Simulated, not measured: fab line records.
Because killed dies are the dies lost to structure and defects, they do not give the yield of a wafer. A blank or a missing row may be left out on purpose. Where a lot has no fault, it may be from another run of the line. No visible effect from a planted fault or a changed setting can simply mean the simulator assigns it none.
fab line records -- flow n5_finfet
record: lots: 4, wafers: 11, last_day: 16
route steps=1938 shown BEOL_M4@1099 BEOL_M5@1112 PASSIVATION@1930
lots untouched by any fault: they come from a run of this same line in which no faults occurred
start_h: start of the lot's first displayed wafer, in hours after the record's first day -- wait_h: hours elapsed since this lot's preceding step -- " repeats the value in the row above -- L1.1+2: several wafers, shown together as one row -- - no value, or no start given -- * or withheld: withheld -- < > ~ a bound
route shown NAME@n: a module of which the file shows steps, and the number in the route of the first -- usual: mean and standard deviation over wafers with no fault -- same: alike in all rows -- chamber/n: place in a boat -- sites: per-site readings -- _std_site: standard deviation across them -- _edge_site: mean of outer sites minus mean of inner sites -- radius_mm: for every site, how far away it sits from the centre of the wafer -- mask NAME#n: copy n -- behind: the most recent tool/chamber to have shaped the wafer -- hold: reason for holding the lot/hours on hold/outcome of the hold -- device: the n, p or np transistor that did not switch -- end of line: the route-end tests of the same wafers -- where a step has no rows: the recipe by itself -- killed: at the first sort, the dies lost to defects and structure; wafer yield is something else -- map: dies across one wafer; x = killed, . = not, _ = none there
set.NAME: the run value of the setting; set.NAME@STEP: its run value at that earlier step -- model.NAME: the simulator's own value behind a step, which no gauge read
a table for each step, a row for each wafer; lots at some steps of the route
services: the hour from which a tool's chamber was out of use, counted from the record's first day as start_h (under 0 if before that day), plus the number of hours and why
== steps ==
step: N5_BEOL_M4_ANNEAL_95
recipe: temp_c: 400, time_s: 240, ambient: vacuum
step: N5_BEOL_M4_SPUTTER_96
recipe: material: Cu, target_thk_a: 45, temp_c: -20, chamber_pressure_pa: 0.07, power_w: withheld, time_s: 8.29
step: N5_BEOL_M4_ECD_50
recipe: material: Cu, target_thk_a: 3000
step: N5_BEOL_M4_ANNEAL_51
recipe: temp_c: 225, time_s: 90, ambient: N2
step: N5_BEOL_M4_CMP_52
recipe: stop_on: SiOC, t_overpolish_s: 6.8, down_force_psi: 1, platen_rpm: 50, clearing_platen_down_force_psi: 1.5, clearing_platen_rpm: 50, post_cmp_clean: cu_alkaline, target_thk_nm: 40, clearing_platen_pad_velocity_m_s: 0.99484, pad_velocity_m_s: 0.99484
step: N5_BEOL_M4_PRE_CLEAN_60
recipe: gas: NH3/H2, time_s: 15, temp_c: *, rf_power_w: 300
step: N5_BEOL_M4_CO_CAP_55
recipe: material: Co, target_thk_a: 20, temp_c: 200, precursor: CCTBA/H2, pressure_torr: 30, time_s: 102.1
step: N5_BEOL_M4_PRE_CLEAN_56
recipe: gas: NH3, time_s: 15, temp_c: withheld, rf_power_w: 300
step: N5_BEOL_M4_DEP_57
recipe: material: SiCN, target_thk_a: 80, temp_c: withheld, precursor: 3MS/NH3, pressure_torr: 3, rf_w: 202, time_s: 14
step: N5_BEOL_M4_RC_MEAS_101
usual: DIBL_N: 35.9/1.7, DIBL_P: 35.8/2.2, IOFF_N: 0.15/0.03, IOFF_P: 0.21/0.036, ION_N: 674/12, ION_P: 463/7.2, SS_N: 71.3/0.59, SS_P: 73.1/0.69, VT_N: 250/3, VT_P: -251/3.2
lot.wafer,tool,chamber,start_h,wait_h,DIBL_N[mV/V],DIBL_P[mV/V],IOFF_N[nA/um],IOFF_P[nA/um],ION_N[uA/um],ION_P[uA/um],SS_N[mV/dec],SS_P[mV/dec],VT_N[mV],VT_P[mV]
L608.1,prober-02,0,160.27,0.0,34.4,34.6,0.13,0.19,672,464,71.2,72.9,251,-253
L608.2,prober-02,0,160.27,0.0,35.9,36.8,0.15,0.22,674,472,71.2,73.7,251,-249
L608.6,prober-02,0,160.27,0.0,35.3,36.3,0.14,0.21,672,466,71.1,73.3,248,-252
L616.1,prober-01,0,229.84,0.0,35.8,38.2,0.17,0.24,683,471,70.8,73.2,247,-246
L616.3,prober-01,0,229.84,0.0,33.6,33.8,0.12,0.16,666,460,70.9,72.4,255,-252
L616.6,prober-01,0,229.84,0.0,35.3,36.1,0.14,0.20,675,471,71.1,73.3,252,-252
L620.1,prober-02,0,246.03,0.0,35.2,35.1,0.14,0.21,665,466,70.7,72.5,251,-251
L620.6,prober-02,0,246.03,0.0,34.0,33.5,0.12,0.19,655,457,71.8,71.8,252,-252
L624.1,prober-02,0,274.66,0.0,37.4,37.7,0.17,0.21,681,461,71.8,73.2,248,-252
L624.4,prober-02,0,274.66,0.0,35.4,35.6,0.14,0.18,679,459,71.6,73.4,250,-253
L624.5,prober-02,0,274.66,0.0,36.6,36.5,0.15,0.19,664,455,71.7,73.3,252,-250
step: N5_BEOL_M5_ILD_DEP_00
recipe: material: SiCOH_lowk, target_thk_a: 1406.4, temp_c: 300, precursor: DEMS/porogen, pressure_torr: 5, rf_w: 500, time_s: 25.9
step: N5_BEOL_M5_CURE_79
recipe: temp_c: 385, time_s: 240, ambient: He/Ar, material: SiCOH_lowk
step: N5_BEOL_M5_PECVD_70
recipe: material: SiO2, target_thk_a: 160, temp_c: 400, precursor: TEOS/O2, pressure_torr: 5.5, rf_w: 450, teos_flow_sccm: 53.8, gas: O2, flow_sccm: 3000, time_s: 18
step: N5_BEOL_M5_HM_DEP_02
recipe: material: TiN, target_thk_a: 200, temp_c: 25, chamber_pressure_pa: 0.49996
step: N5_BEOL_M5_COAT_59
recipe: resist: SOC, temp_c: 250, time_s: 60, spin_rpm: 1500, resist_thk_nm: 60
step: N5_BEOL_M5_COAT_60
recipe: resist: SiARC, temp_c: 220, time_s: 60, spin_rpm: 1500, resist_thk_nm: 12
step: N5_BEOL_M5_COAT_71
recipe: resist: underlayer, temp_c: 205, time_s: 60, spin_rpm: 1500, resist_thk_nm: 5
step: N5_BEOL_M5_COAT_05
recipe: resist: CAR-EUV, spin_rpm: 1500, resist_thk_nm: 30
step: N5_BEOL_M5_EBR_07
recipe: solvent: PGMEA, ebr_width_mm: 1.5
step: N5_BEOL_M5_SOFTBAKE_06
recipe: temp_c: 110, time_s: 60, resist: CAR-EUV
step: N5_BEOL_M5_EXPOSE_08
recipe: mask_id: M5, na: 0.33, source_shape: annular, sigma_inner: 0.4, sigma_outer: 0.8, polarization: unpolarized, target_cd_nm: 28, dose_mj: 35.75
step: N5_BEOL_M5_PEB_09
recipe: peb_temp_c: 100, peb_time_s: 60, resist: CAR-EUV
step: N5_BEOL_M5_DEVELOP_10
recipe: develop_time_s: 30, developer: TMAH, resist: CAR-EUV, rinse_liquid: surfactant_rinse, dry: air_spin, dev_temp_c: 23
step: N5_BEOL_M5_DESCUM_16
recipe: chemistry: O2, time_s: 7, source_power_w: 50, bias_power_w: 20, pressure_mtorr: 20, rf_frequency_hz: 2.712e+07, temp_c: 40, resist: CAR-EUV, o2_flow_sccm: 225
step: N5_BEOL_M5_ETCH_72
recipe: chemistry: N2/H2, target: underlayer, target_depth_a: 65, mask_material: CAR-EUV, time_s: 5.2, ion_energy_ev: 200, pressure_mtorr: 30, source_w: 840, bias_w: 150, n2_flow_sccm: 200, h2_flow_sccm: 200, ends: cleared
step: N5_BEOL_M5_ETCH_61
recipe: chemistry: CF4, target: SiARC, target_depth_a: 156, mask_material: CAR-EUV, time_s: 26, ion_energy_ev: 80, pressure_mtorr: 40, source_w: 545, bias_w: 36, Ar_flow_sccm: 100, cf4_flow_sccm: 100, ends: cleared
step: N5_BEOL_M5_ETCH_62
recipe: chemistry: N2/H2, target: SOC, target_depth_a: 750, overetch_a: 150, mask_material: SiARC, temp_c: 40, time_s: 112.5, ion_energy_ev: 200, pressure_mtorr: 30, source_w: 840, bias_w: 150, n2_flow_sccm: 200, h2_flow_sccm: 200
step: N5_BEOL_M5_STRIP_63
recipe: chemistry: N2/H2, temp_c: 40, n2_flow_sccm: 200, h2_flow_sccm: 200, rf_frequency_hz: 6e+07
step: N5_BEOL_M5_STRIP_73
recipe: chemistry: N2/H2, temp_c: 40, n2_flow_sccm: 200, h2_flow_sccm: 200, rf_frequency_hz: 6e+07
step: N5_BEOL_M5_STRIP_64
recipe: chemistry: CF4, resist: SiARC, power_w: 300, bias_power_w: 75, pressure_mtorr: 50, cf4_flow_sccm: 150, rf_frequency_hz: 6e+07
step: N5_BEOL_M5_HM_OPEN_17
recipe: chemistry: Cl2/BCl3, target_depth_a: 200, overetch_a: 60, target: TiN, mask_material: SOC, ion_energy_ev: 150, pressure_mtorr: 10, icp_w: 1000, bias_w: 126, Cl2_flow_sccm: 53.25, bcl3_flow_sccm: 21.75, Ar_flow_sccm: 25
step: N5_BEOL_M5_STRIP_19
recipe: chemistry: O2, power_w: 400, temp_c: 40, pressure_mtorr: 30, rf_frequency_hz: 6e+07, bias_power_w: 0, overash_fraction: 0.2, o2_flow_sccm: 225
step: N5_BEOL_M5_COAT_65
recipe: resist: SOC, temp_c: 250, time_s: 60, spin_rpm: 1500, resist_thk_nm: 60
step: N5_BEOL_M5_COAT_66
recipe: resist: SiARC, temp_c: 220, time_s: 60, spin_rpm: 1500, resist_thk_nm: 12
step: N5_PASSIVATION_ETCH_54
recipe: chemistry: CHF3/O2, target: SiO2, target_depth_a: 8800, CHF3_flow_sccm: 50, O2_flow_sccm: 5, Ar_flow_sccm: 200, time_s: 440, mask_material: PR, pressure_mtorr: 30, source_w: 650, bias_w: 170, ion_energy_ev: 200
usual: O2_flow_sccm: 5.000/0.015, chamber_pressure_mTorr: 30.00/0.03, drypump_motor_current_A: 5.8/0.46, oes_ar_750_au: 0.83/0.076, oes_product_au: 0.83/0.079, rf_vpp_V: 526/10, showerhead_plenum_p_Torr: 2.43/0.077, throttle_valve_pct: 18.80/0.16
lot.wafer,tool,chamber,start_h,wait_h,O2_flow_sccm,chamber_pressure_mTorr,drypump_motor_current_A,oes_ar_750_au,oes_product_au,rf_hours_counter_h,rf_vpp_V,showerhead_plenum_p_Torr,throttle_valve_pct,model.etch.depth_nm,model.PASSIVATION.feature_depth_nm
L608.1,rie_diel-01,3,258.33,0.1,5.011,30.03,5.9,0.87,0.87,50,526,2.47,18.88,902.7,902.6
L608.2,rie_diel-01,2,258.33,0.1,4.987,29.93,4.8,0.73,0.72,220,520,2.49,18.99,869.8,869.8
L608.6,rie_diel-01,2,258.33,0.1,5.018,29.99,4.8,0.72,0.72,-,521,2.49,19.00,871.3,871.2
L616.1,rie_diel-01,3,332.65,0.1,5.002,29.97,5.9,0.85,0.83,75,524,2.46,18.94,906.8,906.8
L616.3,rie_diel-01,2,332.65,0.1,5.023,29.96,4.8,0.71,0.66,247,520,2.48,19.03,668.6,668.6
L616.6,rie_diel-01,1,332.65,0.1,4.994,29.97,6.4,0.89,0.87,-,527,2.38,18.97,682.9,683
L620.1,rie_diel-01,1,342.75,0.1,5.001,29.99,6.5,0.88,0.90,30,529,2.38,18.99,888.4,888.4
L620.6,rie_diel-01,0,342.75,0.1,5.017,29.99,5.6,0.86,0.82,-,525,2.53,18.77,673.7,673.8
L624.1,rie_diel-05,0,371.32,0.1,4.993,30.00,5.6,0.87,0.87,46,521,2.35,18.56,907.8,907.8
L624.4,rie_diel-05,1,371.32,0.1,5.004,30.02,6.2,0.94,0.95,12,542,2.38,18.52,912.1,912
L624.5,rie_diel-05,0,371.32,0.1,4.992,29.99,5.6,0.86,0.87,-,518,2.35,18.57,913.5,913.4
step: N5_PASSIVATION_PROBE_49
usual: defect_limited_yield: 91.0/1.5, killed_at_M0_to_M3: 35/12, killed_at_M4_up: 15/5.8, killed_at_contacts: 14/7.2, killed_at_front_end: 40/10, killed_at_other: 3/3, killed_dies: 106/18, killed_on_rim: 14/4, killed_open: 68/14, killed_short: 35/7.2, sort_bin_5_function: 5.2/0.96, sort_bin_6_memory: 3.3/0.69, sort_n_pass: 1074/18, sort_yield_pct: 91.0/1.5
same: gross_dies: 1180, killed_at_back_side: 0, sort_bin_4_leakage[%]: 0, sort_bin_8_speed[%]: 0
lot.wafer,tool,chamber,start_h,wait_h,defect_limited_yield[%],killed_at_M0_to_M3,killed_at_M4_up,killed_at_contacts,killed_at_front_end,killed_at_other,killed_dies,killed_on_rim,killed_open,killed_short,sort_bin_5_function[%],sort_bin_6_memory[%],sort_n_pass,sort_yield_pct[%]
L608.1,prober-02,-,263.95,0.0,92.2,25,9,20,38,0,92,10,67,24,4.2,3.2,1088,92.2
L608.2,prober-02,-,264.00,0.1,89.7,33,14,27,45,2,121,15,80,35,5.4,4.0,1059,89.7
L608.6,prober-02,-,264.20,0.3,92.1,39,8,15,26,5,93,11,59,33,5.1,2.5,1087,92.1
L616.1,prober-02,-,335.43,0.0,90.7,29,17,18,44,2,110,13,77,31,5.0,4.0,1070,90.7
L616.3,prober-02,-,335.53,0.1,0,24,19,19,30,1088,1180,152,66,29,96.9,3.1,0,0
L616.6,prober-02,-,335.68,0.3,0,36,17,15,35,1077,1180,152,62,43,96.1,3.7,0,0
L620.6,prober-02,-,346.60,1.1,0,20,13,20,33,1094,1180,152,61,28,97.5,2.5,0,0
L624.1,prober-02,-,374.10,0.0,93.3,26,9,11,31,2,79,9,42,34,3.4,3.1,1101,93.3
L624.4,prober-02,-,374.25,0.2,91.4,33,19,10,28,11,101,12,65,33,4.7,3.1,1079,91.4
L624.5,prober-02,-,374.30,0.2,90.6,35,17,16,29,14,111,14,72,35,5.6,3.6,1069,90.6
killed by level:class
L608.1 MOL_CONTACT_COAG:geometric_particle:open=18 FIN_SAQP:geometric_particle:open=12 FIN_SAQP:geometric_particle:short=9 BEOL_M2:geometric_particle:open=8 DUMMY_GATE:geometric_particle:open=5 BEOL_M0_SAQP:geometric_particle:open=4 STI_FIN_REVEAL:geometric_particle:open=3 GATE_CUT:geometric_particle:open=3
L608.2 MOL_CONTACT_COAG:geometric_particle:open=18 BEOL_M1:geometric_particle:open=12 BEOL_M0_SAQP:geometric_particle:open=11 MOL_CONTACT_COAG:geometric_particle:short=9 FIN_SAQP:geometric_particle:open=8 FIN_SAQP:geometric_particle:short=7 DUMMY_GATE:geometric_particle:open=5 BEOL_M3:geometric_particle:open=5
L608.6 BEOL_M1:geometric_particle:open=13 MOL_CONTACT_COAG:geometric_particle:open=11 FIN_SAQP:geometric_particle:open=9 BEOL_M0_SAQP:geometric_particle:open=8 BEOL_M0_SAQP:geometric_particle:short=7 FIN_SAQP:geometric_particle:short=5 MOL_CONTACT_COAG:geometric_particle:short=4 BEOL_M2:geometric_particle:short=3
L616.1 MOL_CONTACT_COAG:geometric_particle:open=18 STI_FIN_REVEAL:geometric_particle:open=12 FIN_SAQP:geometric_particle:short=10 BEOL_M4:geometric_particle:open=9 BEOL_M3:geometric_particle:open=8 GATE_CUT:geometric_particle:open=6 BEOL_M1:geometric_particle:short=5 STARTING-WAFER:geometric_particle:short=5
L616.3 PASSIVATION:area_etch=1085 BEOL_M4:geometric_particle:open=13 MOL_CONTACT_COAG:geometric_particle:open=12 MOL_CONTACT_COAG:geometric_particle:short=7 STI_FIN_REVEAL:geometric_particle:open=6 DUMMY_GATE:geometric_particle:short=6 DUMMY_GATE:geometric_particle:open=6 BEOL_M3:geometric_particle:open=6
L616.6 PASSIVATION:area_etch=1075 MOL_CONTACT_COAG:geometric_particle:open=12 FIN_SAQP:geometric_particle:short=10 BEOL_M2:geometric_particle:open=9 BEOL_M0_SAQP:geometric_particle:short=8 FIN_SAQP:geometric_particle:open=7 BEOL_M4:geometric_particle:open=7 BEOL_M0_SAQP:geometric_particle:open=6
L620.6 PASSIVATION:area_etch=1088 MOL_CONTACT_COAG:geometric_particle:open=15 BEOL_M0_SAQP:geometric_particle:open=11 FIN_SAQP:geometric_particle:open=8 BEOL_M0_SAQP:geometric_particle:short=6 MOL_CONTACT_COAG:geometric_particle:short=5 MIM_TOP_ETCH:geometric_particle:open=4 STARTING-WAFER:geometric_particle:open=4
L624.1 MOL_CONTACT_COAG:geometric_particle:open=8 FIN_SAQP:geometric_particle:short=6 GATE_CUT:geometric_particle:short=6 BEOL_M3:geometric_particle:open=6 FIN_SAQP:geometric_particle:open=5 BEOL_M1:geometric_particle:open=5 BEOL_M2:geometric_particle:open=5 STARTING-WAFER:geometric_particle:short=4
L624.4 STI_FIN_REVEAL:geometric_particle:open=9 BEOL_M1:geometric_particle:open=9 MOL_CONTACT_COAG:geometric_particle:open=8 BEOL_M4:geometric_particle:open=8 FIN_SAQP:geometric_particle:short=4 MIM_TOP_ETCH:geometric_particle:short=4 BEOL_M0_SAQP:geometric_particle:short=4 BEOL_M0_SAQP:geometric_particle:open=4
L624.5 MOL_CONTACT_COAG:geometric_particle:open=11 FIN_SAQP:geometric_particle:open=9 BEOL_M1:geometric_particle:open=9 BEOL_M0_SAQP:geometric_particle:short=7 BEOL_M4:geometric_particle:open=6 BEOL_M3:geometric_particle:open=5 FIN_SAQP:geometric_particle:short=4 STI_FIN_REVEAL:geometric_particle:open=4
map L616.3 (x killed, . not)
_________________xxxxxxxxxxxx________________
______________xxxxxxxxxxxxxxxxxx_____________
___________xxxxxxxxxxxxxxxxxxxxxxxx__________
__________xxxxxxxxxxxxxxxxxxxxxxxxxx_________
________xxxxxxxxxxxxxxxxxxxxxxxxxxxxxx_______
_______xxxxxxxxxxxxxxxxxxxxxxxxxxxxxxxx______
______xxxxxxxxxxxxxxxxxxxxxxxxxxxxxxxxxx_____
_____xxxxxxxxxxxxxxxxxxxxxxxxxxxxxxxxxxxx____
____xxxxxxxxxxxxxxxxxxxxxxxxxxxxxxxxxxxxxx___
___xxxxxxxxxxxxxxxxxxxxxxxxxxxxxxxxxxxxxxxx__
___xxxxxxxxxxxxxxxxxxxxxxxxxxxxxxxxxxxxxxxx__
__xxxxxxxxxxxxxxxxxxxxxxxxxxxxxxxxxxxxxxxxxx_
__xxxxxxxxxxxxxxxxxxxxxxxxxxxxxxxxxxxxxxxxxx_
_xxxxxxxxxxxxxxxxxxxxxxxxxxxxxxxxxxxxxxxxxxxx
_xxxxxxxxxxxxxxxxxxxxxxxxxxxxxxxxxxxxxxxxxxxx
_xxxxxxxxxxxxxxxxxxxxxxxxxxxxxxxxxxxxxxxxxxxx
_xxxxxxxxxxxxxxxxxxxxxxxxxxxxxxxxxxxxxxxxxxxx
_xxxxxxxxxxxxxxxxxxxxxxxxxxxxxxxxxxxxxxxxxxxx
_xxxxxxxxxxxxxxxxxxxxxxxxxxxxxxxxxxxxxxxxxxxx
_xxxxxxxxxxxxxxxxxxxxxxxxxxxxxxxxxxxxxxxxxxxx
_xxxxxxxxxxxxxxxxxxxxxxxxxxxxxxxxxxxxxxxxxxxx
__xxxxxxxxxxxxxxxxxxxxxxxxxxxxxxxxxxxxxxxxxx_
__xxxxxxxxxxxxxxxxxxxxxxxxxxxxxxxxxxxxxxxxxx_
___xxxxxxxxxxxxxxxxxxxxxxxxxxxxxxxxxxxxxxxx__
___xxxxxxxxxxxxxxxxxxxxxxxxxxxxxxxxxxxxxxxx__
____xxxxxxxxxxxxxxxxxxxxxxxxxxxxxxxxxxxxxx___
_____xxxxxxxxxxxxxxxxxxxxxxxxxxxxxxxxxxxx____
______xxxxxxxxxxxxxxxxxxxxxxxxxxxxxxxxxx_____
_______xxxxxxxxxxxxxxxxxxxxxxxxxxxxxxxx______
________xxxxxxxxxxxxxxxxxxxxxxxxxxxxxx_______
__________xxxxxxxxxxxxxxxxxxxxxxxxxx_________
___________xxxxxxxxxxxxxxxxxxxxxxxx__________
______________xxxxxxxxxxxxxxxxxx_____________
_________________xxxxxxxxxxxx________________
map L620.6 (x killed, . not)
_________________xxxxxxxxxxxx________________
______________xxxxxxxxxxxxxxxxxx_____________
___________xxxxxxxxxxxxxxxxxxxxxxxx__________
__________xxxxxxxxxxxxxxxxxxxxxxxxxx_________
________xxxxxxxxxxxxxxxxxxxxxxxxxxxxxx_______
_______xxxxxxxxxxxxxxxxxxxxxxxxxxxxxxxx______
______xxxxxxxxxxxxxxxxxxxxxxxxxxxxxxxxxx_____
_____xxxxxxxxxxxxxxxxxxxxxxxxxxxxxxxxxxxx____
____xxxxxxxxxxxxxxxxxxxxxxxxxxxxxxxxxxxxxx___
___xxxxxxxxxxxxxxxxxxxxxxxxxxxxxxxxxxxxxxxx__
___xxxxxxxxxxxxxxxxxxxxxxxxxxxxxxxxxxxxxxxx__
__xxxxxxxxxxxxxxxxxxxxxxxxxxxxxxxxxxxxxxxxxx_
__xxxxxxxxxxxxxxxxxxxxxxxxxxxxxxxxxxxxxxxxxx_
_xxxxxxxxxxxxxxxxxxxxxxxxxxxxxxxxxxxxxxxxxxxx
_xxxxxxxxxxxxxxxxxxxxxxxxxxxxxxxxxxxxxxxxxxxx
_xxxxxxxxxxxxxxxxxxxxxxxxxxxxxxxxxxxxxxxxxxxx
_xxxxxxxxxxxxxxxxxxxxxxxxxxxxxxxxxxxxxxxxxxxx
_xxxxxxxxxxxxxxxxxxxxxxxxxxxxxxxxxxxxxxxxxxxx
_xxxxxxxxxxxxxxxxxxxxxxxxxxxxxxxxxxxxxxxxxxxx
_xxxxxxxxxxxxxxxxxxxxxxxxxxxxxxxxxxxxxxxxxxxx
_xxxxxxxxxxxxxxxxxxxxxxxxxxxxxxxxxxxxxxxxxxxx
__xxxxxxxxxxxxxxxxxxxxxxxxxxxxxxxxxxxxxxxxxx_
__xxxxxxxxxxxxxxxxxxxxxxxxxxxxxxxxxxxxxxxxxx_
___xxxxxxxxxxxxxxxxxxxxxxxxxxxxxxxxxxxxxxxx__
___xxxxxxxxxxxxxxxxxxxxxxxxxxxxxxxxxxxxxxxx__
____xxxxxxxxxxxxxxxxxxxxxxxxxxxxxxxxxxxxxx___
_____xxxxxxxxxxxxxxxxxxxxxxxxxxxxxxxxxxxx____
______xxxxxxxxxxxxxxxxxxxxxxxxxxxxxxxxxx_____
_______xxxxxxxxxxxxxxxxxxxxxxxxxxxxxxxx______
________xxxxxxxxxxxxxxxxxxxxxxxxxxxxxx_______
__________xxxxxxxxxxxxxxxxxxxxxxxxxx_________
___________xxxxxxxxxxxxxxxxxxxxxxxx__________
______________xxxxxxxxxxxxxxxxxx_____________
_________________xxxxxxxxxxxx________________
== services ==
tool,chamber,start_h,hours,kind
rie_diel-01,1,244.89,-,clean
rie_diel-01,1,244.89,-,consumable_replace:focus_ring
rie_diel-01,1,244.89,16.2,scheduled_down
rie_diel-01,1,244.89,16.2,vent_cycle
rie_diel-01,-,253.57,0.8,repair
rie_diel-01,0,325.99,3.7,repair
rie_diel-05,1,326.14,-,clean
rie_diel-05,1,326.14,-,consumable_replace:focus_ring
rie_diel-05,1,326.14,19.0,scheduled_down
rie_diel-05,1,326.14,19.0,vent_cycle
rie_diel-01,-,335.81,0.4,repair
rie_diel-05,0,336.10,17.6,repair
rie_diel-01,2,341.08,-,clean
rie_diel-01,2,341.08,-,consumable_replace:focus_ring
rie_diel-01,2,341.08,17.3,scheduled_down
rie_diel-01,2,341.08,17.3,vent_cycle
== key ==
first_sign: step: N5_PASSIVATION_PROBE_49, reading: killed_at_other, direction: up, sigmas: 99+, usual: 3, struck: 1086
effect: step: N5_PASSIVATION_PROBE_49, reading: sort_bin_5_function, direction: up, sigmas: 95, usual: 5.2, struck: 96.8
model_effect: step: N5_PASSIVATION_ETCH_54, value: etch.depth_nm, without: 884.2, struck: 675.1
more_kills_born_at: N5_PASSIVATION_ETCH_54@rie_diel-01: 3248
met_at N5_PASSIVATION_ETCH_54
struck_wafers L616.3,L616.6,L620.6
later_rows_left_out L616.3,L616.6,L620.6
onset_between 258.33 332.65
fault: kind: process_parameter_drift, tool: rie_diel-01, chamber: -, onset_h: 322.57, steps: N5_PASSIVATION_ETCH_54, channel: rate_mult, offset: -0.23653, shape: step, end_h: 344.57, scope: struck_wafers_only
later_rows_left_out: the simulator's readings of these wafers behind a module that went badly wrong aren't trusted and aren't shown, but for the sort
